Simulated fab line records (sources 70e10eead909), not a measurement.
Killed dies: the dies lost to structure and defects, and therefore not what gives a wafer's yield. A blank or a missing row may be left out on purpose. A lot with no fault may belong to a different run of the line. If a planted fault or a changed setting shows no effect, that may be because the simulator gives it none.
Problem report in the 8D (eight disciplines) form, filled by code    flow nand-harc    the parts of the form that need people (team, actions taken, sign-off) are left out

## 1. WHAT IS WRONG
Wafers without a fault read 1001 nm, standard deviation 11; thk-nm at NHARC_A_ONON_D1_THK_MEAS_21 reads a mean of 1152 nm on 6 wafers belonging to 2 lots. Relative to the usual mean, that is a shift of +14 standard deviations.
The step: measures by ellipsometry.
First observed at day 15 05:07: wafer L464.1, on film-metro-02. At this step, 36 wafers from 12 lots have a number in the record. By rule, "out" or "out of limits" means more than 4 standard deviations away from the usual mean. The rest of the wafers with a number are treated as sound.

## 2. WHAT IT IS, WHAT IT ISN'T
question                     is                            is not
which readings at this step  thk-nm                        -
which lots                   L464, L465                    L447, L449, L452, L453, L455, L456, L460, L467, L468, L469
which wafers of those lots   all that have a number        -
read on which gauges         film-metro-01, film-metro-02  -
when                         from day 15 05:07             up to then (21 sound wafers); but 9 sound wafers of L467, L468, L469 came after

## 3. WHAT RULES OUT EACH SUSPECT
Counting: any tool at a process step up to the reading is kept as a suspect provided that every lot that is out went through it and no sound lot did after the first of them.
- ruled out: the gauge at NHARC_A_ONON_D1_THK_MEAS_21. Those wafers that are out were read across 2 gauges (film-metro-01, film-metro-02).
- rtp-anneal-02 at NHARC_P_BONDPAD_ANNEAL_28 (time 90 s): ruled out as a lasting fault. The sound lots L468 went through it after L464, its earliest lot that is out (day 13 18:13).
- rie-diel-12 at NHARC_A_ZERO_WELL_ETCH_19 (etches the open film in N2/H2, target depth 80 nm, overetch 24 nm, time 87.88 s): ruled out as a lasting fault. The sound lots L469 went through it after L464, its earliest lot that is out (day 13 20:40).
- pecvd-onon-02 at NHARC_A_ONON_D1_DEP_19 (target thk 1000 nm): kept. It processed each lot that is out, first L464 at day 15 04:37, and no sound lot thereafter; up to then, the last sound lot it processed was L456 at day 12 06:50.
Left after counting: pecvd-onon-02 at NHARC_A_ONON_D1_DEP_19.

## 4. THE CAUSE (what the simulator had put in)
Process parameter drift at NHARC_A_ONON_D1_DEP_19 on pecvd-onon-02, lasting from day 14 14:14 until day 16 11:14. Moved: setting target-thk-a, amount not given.
This tool alone remained once counting was done.

## 5. SEQUENCE OF EFFECTS, ordered by route
Each row: a reading where the mean over the struck wafers with a number is more than 3 standard deviations away from the usual. Only readings whose record carries a usual standard deviation are examined. hours: median over the lots of the time between each lot's start at the first step of this table that gives one and its start at this step. sigmas: the change, counted in usual standard deviations.
hours  step                         reading  usual    on struck wafers  change  sigmas
0      NHARC_A_ONON_D1_THK_MEAS_21  thk-nm   1001 nm  1152              +151    +14

## 6. WHAT WOULD HAVE CAUGHT IT SOONER
In this record the first reading out of limits at a measuring or inspecting step was taken at day 15 05:07, 15 hours after the fault began at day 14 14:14.
Lots out: 2; of these, L465 started NHARC_A_ONON_D1_DEP_19 on pecvd-onon-02 after day 15 05:07. A hold on the tool at that time would have spared it.
